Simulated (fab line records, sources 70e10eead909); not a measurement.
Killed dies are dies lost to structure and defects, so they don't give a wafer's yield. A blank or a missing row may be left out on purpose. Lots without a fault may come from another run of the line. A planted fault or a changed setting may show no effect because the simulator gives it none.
fab line records | flow nand_harc
record lots=24 wafers=72 last_day=33
route steps=1302 shown P_ZERO_WELL@31 P_STI@85 P_GATE@131 P_CONTACT@252 P_M2@328 P_BONDPAD@352
lots that met no fault: from a run of the same line without faults
start_h: hours from the record's first day to the start of the lot's first wafer shown | wait_h: hours since the lot's step before | " the same as in the row above | L1.1+2: a row that stands for several wafers | - no value, or no start given | * or withheld: withheld | < > ~ a bound
route shown NAME@n: a module of which the file shows steps, and the number in the route of the first | usual: mean/standard deviation of fault-free wafers | same: alike in all rows | chamber/n: place in a boat | sites: the reading at each site | _std_site: their standard deviation | _edge_site: outer sites' mean less inner sites' | radius_mm: how far each site lies from the wafer's centre | mask NAME#n: copy n | behind: the tool/chamber that last shaped the wafer | hold: why the lot was held/for how many hours/how that ended | device: the transistor (n, p or np) that didn't switch | end of line: the same wafers' tests at the end of the route | a step without rows: its recipe alone | killed: dies lost to structure and defects at the first sort, not the wafer's yield | map: a wafer's dies, x killed, . not, _ none there
set.NAME: the setting as run; set.NAME@STEP: as run at that earlier step | model.NAME: the simulator's own value behind a step, which no gauge read
steps of the route over a sample of lots; a table a step, a row a wafer
services: from which hour (start_h, from the record's first day; less than 0 if before it) a tool's chamber was out of use, for how many hours, and why
## steps
# step NHARC_P_ZERO_WELL_DESCUM_26
# recipe time_s=3 o2_flow_sccm=200 ar_flow_sccm=0 bias_power_w=0 chemistry=O2
# usual drypump_motor_current_A=5.8/0.33 oes_product_au=1.000/0.013 rf_vpp_V=57.9/0.99 showerhead_plenum_p_Torr=1.91/0.086 throttle_valve_pct=11.311/0.0092
# columns lot.wafer tool chamber start_h wait_h drypump_motor_current_A oes_product_au rf_hours_counter_h rf_vpp_V showerhead_plenum_p_Torr throttle_valve_pct
L074.1 rie_diel-01 1 22.51 - 5.7 1.003 60 60.3 2.02 11.319
L074.6 " 0 " " 5.9 1.002 - 56.7 1.98 11.311
L074.5 " 1 " " 5.6 1.000 - 57.8 2.02 11.308
L075.4 rie_diel-03 2 32.50 - 6.2 0.975 35 57.3 1.84 11.324
L075.1 " 1 " " 5.7 1.005 22 59.6 1.97 11.305
L075.5 " 3 " " 5.4 1.010 - 58.5 1.86 11.315
L076.3 rie_diel-13 1 42.75 - 5.6 0.999 14 57.2 2.02 11.305
L076.4 " 0 " " 5.9 1.003 12 59.0 2.00 11.307
L076.6 " 1 " " 5.5 1.003 - 58.8 2.02 11.328
L077.4 rie_diel-03 1 52.65 - 5.7 1.006 27 58.4 1.97 11.313
L077.5 " 0 " " 6.1 0.973 - 57.0 1.81 11.318
L077.6 " 1 " " 5.7 1.006 - 59.2 1.97 11.308
L078.3 rie_diel-01 3 62.83 - 6.3 0.987 12 57.7 1.83 11.315
L078.1 " 1 " " 5.7 1.000 11 58.2 2.02 11.316
L078.6 " 0 " " 5.9 0.997 - 58.0 1.97 11.313
L079.4 rie_diel-13 2 74.79 - 6.1 1.000 22 58.0 2.07 11.316
L079.3 " 3 " " 5.1 1.007 20 57.6 1.84 11.320
L079.5 " 0 " " 5.9 1.005 - 58.4 2.00 11.308
L080.3 rie_diel-01 2 82.83 - 5.9 0.988 18 56.8 1.91 11.316
L080.4 " 0 " " 5.9 0.997 19 59.2 1.97 11.317
L080.5 " 2 " " 5.9 0.991 - 59.6 1.91 11.297
L081.4 rie_diel-01 0 92.75 - 5.9 0.990 23 59.1 1.97 11.311
L081.1 " 2 " " 6.0 0.994 21 57.7 1.91 11.299
L081.6 " 0 " " 5.9 0.989 - 59.0 1.97 11.308
L082.1 rie_diel-13 2 102.82 - 6.0 1.020 30 59.3 2.07 11.305
L082.3 " 1 " " 5.5 1.011 31 58.6 2.02 11.305
L082.5 " 1 " " 5.5 1.013 - 58.2 2.02 11.309
L083.2 rie_diel-13 3 112.77 - 5.1 0.999 29 55.9 1.84 11.319
L083.1 " 0 " " 5.9 0.989 24 57.9 2.00 11.320
L083.6 " 3 " " 5.1 1.009 - 56.7 1.84 11.301
L084.1 rie_diel-03 2 122.84 - 6.2 0.978 2 57.6 1.84 11.303
L084.5 " 3 " " 5.4 1.025 - 59.0 1.85 11.293
L084.6 " 0 " " 6.2 0.980 - 57.2 1.80 11.325
L085.3 rie_diel-13 3 132.83 - 5.1 1.001 36 57.8 1.83 11.301
L085.5 " 3 " " 5.1 0.995 - 55.9 1.83 11.291
L085.6 " 0 " " 5.9 0.995 - 58.0 2.00 11.314
L086.4 rie_diel-03 1 142.77 - 5.7 0.988 9 58.2 1.96 11.323
L086.2 " 0 " " 6.2 1.001 8 55.8 1.80 11.294
L086.6 " 2 " " 6.2 0.997 - 58.3 1.83 11.304
L087.1 rie_diel-03 2 153.07 - 6.2 0.986 12 56.7 1.83 11.288
L087.5 " 1 " " 5.7 0.976 - 58.3 1.96 11.311
L087.6 " 2 " " 6.1 0.981 - 55.9 1.83 11.312
L088.3 rie_diel-01 1 162.72 - 5.7 1.009 47 59.3 2.00 11.296
L088.1 " 2 " " 5.9 0.996 50 56.7 1.90 11.303
L088.6 " 1 " " 5.7 1.008 - 58.2 2.00 11.318
L089.3 rie_diel-03 1 172.76 - 5.7 1.000 19 58.6 1.95 11.317
L089.2 " 3 " " 5.4 1.028 20 56.9 1.85 11.320
L089.5 " 2 " " 6.2 0.991 - 56.8 1.83 11.301
L090.2 rie_diel-03 3 182.76 - 5.4 1.018 21 56.0 1.85 11.304
L090.3 " 1 " " 5.7 0.984 20 57.7 1.95 11.310
L090.4 " 2 " " 6.1 0.989 22 58.8 1.83 11.306
L091.2 rie_diel-01 0 193.07 - 5.9 0.993 62 60.0 1.96 11.312
L091.6 " 1 " " 5.6 1.009 - 59.0 2.00 11.325
L091.5 " 2 " " 5.9 0.989 - 59.1 1.90 11.331
L092.2 rie_diel-03 1 202.63 - 5.7 1.007 26 57.5 1.95 11.312
L092.1 " 2 " " 6.1 0.995 27 58.1 1.83 11.305
L092.5 " 0 " " 6.2 1.008 - 57.0 1.79 11.304
L093.2 rie_diel-13 1 212.62 - 5.6 0.996 14 59.2 2.00 11.332
L093.4 " 2 " " 6.1 1.015 14 59.3 2.05 11.327
L093.5 " 1 " " 5.6 0.996 - 58.1 2.00 11.330
L094.4 rie_diel-03 2 223.22 - 6.2 0.995 34 58.0 1.83 11.305
L094.3 " 3 " " 5.4 1.018 34 56.5 1.85 11.312
L094.6 " 1 " " 5.7 1.007 - 58.2 1.95 11.309
L095.3 rie_diel-03 1 232.82 - 5.7 1.009 36 57.2 1.95 11.301
L095.6 " 2 " " 6.1 0.993 - 57.0 1.83 11.314
L095.5 " 3 " " 5.4 1.025 - 59.8 1.84 11.305
L096.2 rie_diel-03 1 242.95 - 5.7 1.003 41 58.1 1.95 11.315
L096.1 " 2 " " 6.1 0.994 38 57.9 1.82 11.306
L096.5 " 0 " " 6.2 1.007 - 57.7 1.79 11.313
L097.4 rie_diel-03 0 252.74 - 6.1 1.008 44 57.8 1.79 11.314
L097.3 " 1 " " 5.7 1.003 42 58.0 1.95 11.297
L097.5 " 0 " " 6.1 1.010 - 58.0 1.79 11.306
# step NHARC_P_STI_INSPECT_11
# usual raw_defect_count=5.3/2.6
# columns lot.wafer tool chamber start_h wait_h raw_defect_count
L074.1 defect_inspect-02 - 50.07 0.0 5
L074.5 " - " " 5
L074.6 " - " " 2
L075.1 defect_inspect-02 - 57.05 0.0 4
L075.4 " - " " 6
L075.5 " - " " 6
L076.3 defect_inspect-01 - 63.91 0.0 4
L076.4 " - " " 2
L076.6 " - " " 3
L077.4 defect_inspect-02 - 72.27 0.0 0
L077.5 " - " " 5
L077.6 " - " " 3
L078.1 defect_inspect-02 - 83.07 0.0 6
L078.3 " - " " 8
L078.6 " - " " 2
L079.3 defect_inspect-02 - 95.83 0.0 4
L079.4 " - " " 8
L079.5 " - " " 13
L080.3 defect_inspect-01 - 106.61 0.0 8
L080.4 " - " " 7
L080.5 " - " " 6
L081.1 defect_inspect-01 - 113.52 0.0 2
L081.4 " - " " 5
L081.6 " - " " 5
L082.1 defect_inspect-02 - 123.12 0.0 9
L082.3 " - " " 5
L082.5 " - " " 11
L083.1 defect_inspect-01 - 138.28 0.0 5
L083.2 " - " " 2
L083.6 " - " " 5
L084.1 defect_inspect-02 - 146.90 0.0 8
L084.5 " - " " 3
L084.6 " - " " 3
L085.3 defect_inspect-01 - 153.45 0.0 4
L085.5 " - " " 2
L085.6 " - " " 5
L086.2 defect_inspect-02 - 166.31 0.0 4
L086.4 " - " " 4
L086.6 " - " " 6
L087.1 defect_inspect-02 - 174.10 0.0 9
L087.5 " - " " 1
L087.6 " - " " 3
L088.1 defect_inspect-02 - 186.11 0.0 5
L088.3 " - " " 8
L088.6 " - " " 10
L089.2 defect_inspect-01 - 194.97 0.0 11
L089.3 " - " " 7
L089.5 " - " " 6
L090.2 defect_inspect-02 - 205.98 0.0 6
L090.3 " - " " 5
L090.4 " - " " 6
L091.2 defect_inspect-02 - 213.23 0.0 5
L091.5 " - " " 5
L091.6 " - " " 4
L092.1 defect_inspect-02 - 223.72 0.0 0
L092.2 " - " " 4
L092.5 " - " " 9
L093.2 defect_inspect-01 - 235.09 0.0 8
L093.4 " - " " 6
L093.5 " - " " 3
L094.3 defect_inspect-01 - 244.27 0.0 4
L094.4 " - " " 7
L094.6 " - " " 8
L095.3 defect_inspect-02 - 255.53 0.0 7
L095.5 " - " " 5
L095.6 " - " " 8
L096.1 defect_inspect-01 - 266.31 0.0 1
L096.2 " - " " 1
L096.5 " - " " 1
L097.3 defect_inspect-02 - 273.78 0.0 11
L097.4 " - " " 4
L097.5 " - " " 3
# step NHARC_P_GATE_HM_DEP_102
# recipe target_thk_a=1200 temp_c=400 material=aC
# usual throttle_valve_pct=35.000/0.0097
# columns lot.wafer tool chamber start_h wait_h throttle_valve_pct
L074.1 acl_dep-02 0 102.07 0.7 35.000
L074.5 " 0 " " 34.998
L074.6 " 0 " " 34.978
L075.1 acl_dep-01 0 107.63 0.4 34.992
L075.4 " 0 " " 34.993
L075.5 " 0 " " 34.995
L076.3 acl_dep-02 0 115.41 0.6 35.019
L076.4 " 0 " " 34.992
L076.6 " 0 " " 35.010
L077.4 acl_dep-01 0 131.36 8.6 34.991
L077.5 " 0 " " 34.997
L077.6 " 0 " " 35.013
L078.1 acl_dep-01 0 135.90 2.7 35.014
L078.3 " 0 " " 34.994
L078.6 " 0 " " 34.970
L079.3 acl_dep-03 0 148.61 0.6 34.992
L079.4 " 0 " " 34.999
L079.5 " 0 " " 34.988
L080.3 acl_dep-03 0 164.09 1.4 35.000
L080.4 " 0 " " 34.989
L080.5 " 0 " " 35.011
L081.1 acl_dep-02 0 164.24 1.6 35.000
L081.4 " 0 " " 34.998
L081.6 " 0 " " 35.005
L082.1 acl_dep-01 0 177.35 1.6 35.009
L082.3 " 0 " " 35.008
L082.5 " 0 " " 35.022
L083.1 acl_dep-02 0 191.62 0.4 34.994
L083.2 " 0 " " 35.012
L083.6 " 0 " " 35.010
L084.1 acl_dep-02 0 201.76 3.4 34.994
L084.5 " 0 " " 35.002
L084.6 " 0 " " 34.980
L085.3 acl_dep-02 0 210.64 2.6 34.995
L085.5 " 0 " " 35.000
L085.6 " 0 " " 35.006
L087.1 acl_dep-02 0 221.09 1.7 35.011
L087.5 " 0 " " 34.999
L087.6 " 0 " " 35.004
L086.2 acl_dep-02 0 221.83 2.4 34.989
L086.4 " 0 " " 34.996
L086.6 " 0 " " 35.016
L088.1 acl_dep-03 0 241.97 2.2 34.983
L088.3 " 0 " " 34.989
L088.6 " 0 " " 34.990
L089.2 acl_dep-03 0 242.72 2.9 34.999
L089.3 " 0 " " 35.008
L089.5 " 0 " " 35.013
L090.2 acl_dep-02 0 257.71 4.2 35.010
L090.3 " 0 " " 35.000
L090.4 " 0 " " 35.011
L091.2 acl_dep-01 0 268.08 6.7 34.989
L091.5 " 0 " " 35.007
L091.6 " 0 " " 35.006
L092.1 acl_dep-02 0 273.36 0.4 35.004
L092.2 " 0 " " 34.992
L092.5 " 0 " " 35.004
L093.2 acl_dep-03 0 284.78 0.5 34.999
L093.4 " 0 " " 35.012
L093.5 " 0 " " 34.988
L094.3 acl_dep-02 0 292.15 0.6 35.012
L094.4 " 0 " " 35.017
L094.6 " 0 " " 34.993
L095.3 acl_dep-02 0 308.27 3.4 34.989
L095.5 " 0 " " 35.003
L095.6 " 0 " " 34.996
L096.1 acl_dep-03 0 316.18 2.2 34.979
L096.2 " 0 " " 34.986
L096.5 " 0 " " 35.004
L097.3 acl_dep-01 0 322.75 1.8 34.994
L097.4 " 0 " " 35.002
L097.5 " 0 " " 34.986
# step NHARC_P_CONTACT_INSPECT_27
# usual raw_defect_count=296/110
# columns lot.wafer tool chamber start_h wait_h raw_defect_count
L074.1 defect_inspect-02 - 126.73 0.1 461
L074.5 " - " " 353
L074.6 " - " " 254
L075.1 defect_inspect-01 - 134.44 0.1 255
L075.4 " - " " 371
L075.5 " - " " 354
L076.3 defect_inspect-01 - 139.93 0.1 172
L076.4 " - " " 287
L076.6 " - " " 320
L077.4 defect_inspect-02 - 158.11 0.1 207
L077.5 " - " " 492
L077.6 " - " " 306
L078.1 defect_inspect-02 - 160.37 0.1 156
L078.3 " - " " 456
L078.6 " - " " 384
L079.3 defect_inspect-02 - 173.07 0.1 236
L079.4 " - " " 283
L079.5 " - " " 334
L081.1 defect_inspect-01 - 189.07 0.1 205
L081.4 " - " " 133
L081.6 " - " " 313
L080.3 defect_inspect-01 - 190.44 0.1 211
L080.4 " - " " 315
L080.5 " - " " 301
L082.1 defect_inspect-01 - 201.98 0.1 468
L082.3 " - " " 261
L082.5 " - " " 201
L083.1 defect_inspect-02 - 218.15 0.1 416
L083.2 " - " " 270
L083.6 " - " " 422
L084.1 defect_inspect-01 - 226.81 0.1 273
L084.5 " - " " 406
L084.6 " - " " 322
L085.3 defect_inspect-02 - 235.53 0.1 207
L085.5 " - " " 387
L085.6 " - " " 226
L087.1 defect_inspect-02 - 247.98 0.1 419
L087.5 " - " " 407
L087.6 " - " " 472
L086.2 defect_inspect-02 - 248.19 0.1 284
L086.4 " - " " 284
L086.6 " - " " 250
L088.1 defect_inspect-01 - 266.83 0.1 229
L088.3 " - " " 308
L088.6 " - " " 298
L089.2 defect_inspect-01 - 267.51 0.1 403
L089.3 " - " " 494
L089.5 " - " " 300
L090.2 defect_inspect-01 - 282.28 0.1 598
L090.3 " - " " 376
L090.4 " - " " 400
L091.2 defect_inspect-01 - 292.39 0.1 142
L091.5 " - " " 297
L091.6 " - " " 171
L092.1 defect_inspect-02 - 297.80 0.1 210
L092.2 " - " " 139
L092.5 " - " " 200
L093.2 defect_inspect-01 - 309.38 0.1 242
L093.4 " - " " 277
L093.5 " - " " 276
L094.3 defect_inspect-02 - 317.12 0.1 244
L094.4 " - " " 221
L094.6 " - " " 299
L095.3 defect_inspect-02 - 332.57 0.1 307
L095.5 " - " " 236
L095.6 " - " " 270
L096.1 defect_inspect-02 - 341.01 0.1 285
L096.2 " - " " 204
L096.5 " - " " 277
L097.3 defect_inspect-01 - 347.36 0.1 275
L097.4 " - " " 305
L097.5 " - " " 227
# step NHARC_P_M2_CD_MEAS_09
# recipe target_cd_nm=170 landing_energy_ev=500
# usual cd_nm=170.1/0.69
# same landing_energy_ev=500
# columns lot.wafer tool chamber start_h wait_h cd_nm
L074.1 cd_sem-02 0 136.28 - 169.3
L074.5 " 0 " " 169.7
L074.6 " 0 " " 169.7
L075.1 cd_sem-03 0 143.58 - 170.6
L075.4 " 0 " " 170.8
L075.5 " 0 " " 169.7
L076.3 cd_sem-02 0 149.07 - 170.3
L076.4 " 0 " " 170.1
L076.6 " 0 " " 170.0
L077.4 cd_sem-02 0 167.42 - 169.6
L077.5 " 0 " " 168.9
L077.6 " 0 " " 170.2
L078.1 cd_sem-01 0 169.43 - 170.7
L078.3 " 0 " " 170.3
L078.6 " 0 " " 171.4
L079.3 cd_sem-01 0 182.52 - 170.3
L079.4 " 0 " " 170.4
L079.5 " 0 " " 169.6
L081.1 cd_sem-03 0 198.06 - 170.9
L081.4 " 0 " " 171.0
L081.6 " 0 " " 169.9
L080.3 cd_sem-01 0 199.36 - 170.8
L080.4 " 0 " " 170.1
L080.5 " 0 " " 171.3
L082.1 cd_sem-03 0 211.31 - 171.1
L082.3 " 0 " " 170.5
L082.5 " 0 " " 169.4
L083.1 cd_sem-02 0 227.75 - 171.3
L083.2 " 0 " " 170.1
L083.6 " 0 " " 171.0
L084.1 cd_sem-03 0 236.03 - 170.5
L084.5 " 0 " " 169.9
L084.6 " 0 " " 169.9
L085.3 cd_sem-02 0 249.02 - 169.7
L085.5 " 0 " " 169.9
L085.6 " 0 " " 170.5
L087.1 cd_sem-03 0 257.09 - 169.6
L087.5 " 0 " " 171.5
L087.6 " 0 " " 170.7
L086.2 cd_sem-02 0 257.90 - 170.1
L086.4 " 0 " " 170.7
L086.6 " 0 " " 171.0
L088.1 cd_sem-01 0 276.55 - 171.1
L088.3 " 0 " " 170.6
L088.6 " 0 " " 171.1
L089.2 cd_sem-01 0 277.56 - 169.0
L089.3 " 0 " " 170.6
L089.5 " 0 " " 169.9
L090.2 cd_sem-01 0 291.40 - 170.3
L090.3 " 0 " " 170.4
L090.4 " 0 " " 170.0
L091.2 cd_sem-03 0 301.79 - 170.9
L091.5 " 0 " " 170.9
L091.6 " 0 " " 170.3
L092.1 cd_sem-03 0 306.90 - 170.9
L092.2 " 0 " " 170.1
L092.5 " 0 " " 169.7
L093.2 cd_sem-02 0 318.74 - 169.4
L093.4 " 0 " " 169.7
L093.5 " 0 " " 169.5
L094.3 cd_sem-03 0 326.42 - 169.4
L094.4 " 0 " " 169.3
L094.6 " 0 " " 168.8
L095.3 cd_sem-01 0 341.70 - 169.7
L095.5 " 0 " " 168.6
L095.6 " 0 " " 169.0
L096.1 cd_sem-02 0 350.35 - 170.9
L096.2 " 0 " " 169.9
L096.5 " 0 " " 169.1
L097.3 cd_sem-02 0 356.51 - 168.8
L097.4 " 0 " " 169.0
L097.5 " 0 " " 170.5
# step NHARC_P_BONDPAD_CMP_32
# recipe target_thk_nm=200 material=SiCN
# usual motor_current_A=12.2/1
# columns lot.wafer tool chamber start_h wait_h motor_current_A
L074.1 cmp-01 1 140.11 - 12.0
L074.6 " 2 " " 13.2
L074.5 " 3 " " 11.9
L075.1 cmp-01 0 147.40 - 11.0
L075.4 " 1 " " 12.4
L075.5 " 2 " " 12.9
L076.3 cmp-04 1 152.79 - 12.9
L076.4 " 2 " " 13.6
L076.6 " 1 " " 13.7
L077.4 cmp-01 2 171.15 - 13.0
L077.6 " 2 " " 13.3
L077.5 " 3 " " 12.0
L078.1 cmp-04 2 173.16 - 13.5
L078.3 " 0 " " 11.6
L078.6 " 2 " " 14.4
L079.3 cmp-01 2 186.51 - 12.7
L079.4 " 3 " " 11.1
L079.5 " 2 " " 12.4
L081.1 cmp-03 0 201.80 - 12.1
L081.4 " 2 " " 12.6
L081.6 " 1 " " 10.9
L080.4 cmp-04 1 203.14 - 12.9
L080.3 " 2 " " 14.7
L080.5 " 3 " " 11.9
L082.1 cmp-01 0 215.16 0.5 11.3
L082.3 " 2 " " 12.8
L082.5 " 1 " " 12.2
L083.2 cmp-04 1 231.90 - 12.8
L083.1 " 2 " " 15.5
L083.6 " 1 " " 13.6
L084.1 cmp-04 0 244.15 - 11.7
L084.6 " 2 " " 14.1
L084.5 " 3 " " 12.0
L085.3 cmp-01 1 253.30 - 12.1
L085.5 " 0 " " 11.4
L085.6 " 1 " " 12.4
L087.1 cmp-04 0 260.91 - 12.1
L087.6 " 1 " " 13.6
L087.5 " 2 " " 14.0
L086.2 cmp-04 1 261.60 - 13.2
L086.4 " 0 " " 11.9
L086.6 " 2 " " 14.3
L088.3 cmp-03 2 280.40 0.3 12.3
L088.1 " 1 " " 11.0
L088.6 " 3 " " 12.3
L089.3 cmp-04 1 281.47 - 13.2
L089.2 " 2 " " 14.4
L089.5 " 0 " " 11.9
L090.2 cmp-03 0 295.13 - 11.9
L090.4 " 1 " " 11.0
L090.3 " 3 " " 11.3
L091.2 cmp-01 0 305.52 - 11.1
L091.5 " 3 " " 11.6
L091.6 " 0 " " 11.1
L092.1 cmp-03 0 310.65 - 11.4
L092.2 " 1 " " 11.6
L092.5 " 0 " " 11.4
L093.2 cmp-01 0 322.65 - 11.0
L093.4 " 1 " " 12.2
L093.5 " 0 " " 11.3
L094.4 cmp-01 0 330.19 - 11.0
L094.3 " 2 " " 12.7
L094.6 " 3 " " 12.5
L095.3 cmp-01 2 345.57 - 13.1
L095.6 " 3 " " 11.2
L095.5 " 0 " " 11.3
L096.2 cmp-01 2 354.12 - 12.9
L096.1 " 0 " " 10.8
L096.5 " 2 " " 12.5
L097.3 cmp-01 1 360.27 - 11.5
L097.4 " 2 " " 12.6
L097.5 " 1 " " 13.0
## services
# columns tool chamber start_h hours kind
cmp-04 - 13.11 4.0 pm
cmp-01 - 43.40 0.9 repair
rie_diel-03 2 60.08 7.6 repair
acl_dep-02 - 63.17 13.0 pm
cmp-01 - 73.73 1.5 repair
cmp-04 - 79.59 4.3 repair
cmp-01 - 85.13 11.7 repair
rie_diel-03 1 91.54 5.5 repair
rie_diel-03 - 99.57 0.6 repair
rie_diel-03 - 107.71 9.0 pm
rie_diel-03 2 149.37 1.2 repair
rie_diel-03 1 155.07 6.3 repair
cmp-01 - 159.35 5.9 repair
acl_dep-02 - 165.61 0.5 repair
cmp-01 - 194.81 4.0 pm
cmp-01 - 200.58 14.1 repair
acl_dep-02 - 244.61 13.0 pm
cmp-01 - 271.28 0.8 repair
cmp-01 - 280.12 0.9 repair
rie_diel-03 - 284.71 9.0 pm
cmp-01 - 292.81 4.0 pm
acl_dep-02 - 309.05 2.5 repair
rie_diel-03 1 336.74 2.4 repair
rie_diel-03 - 339.64 0.6 repair
## key
fault none
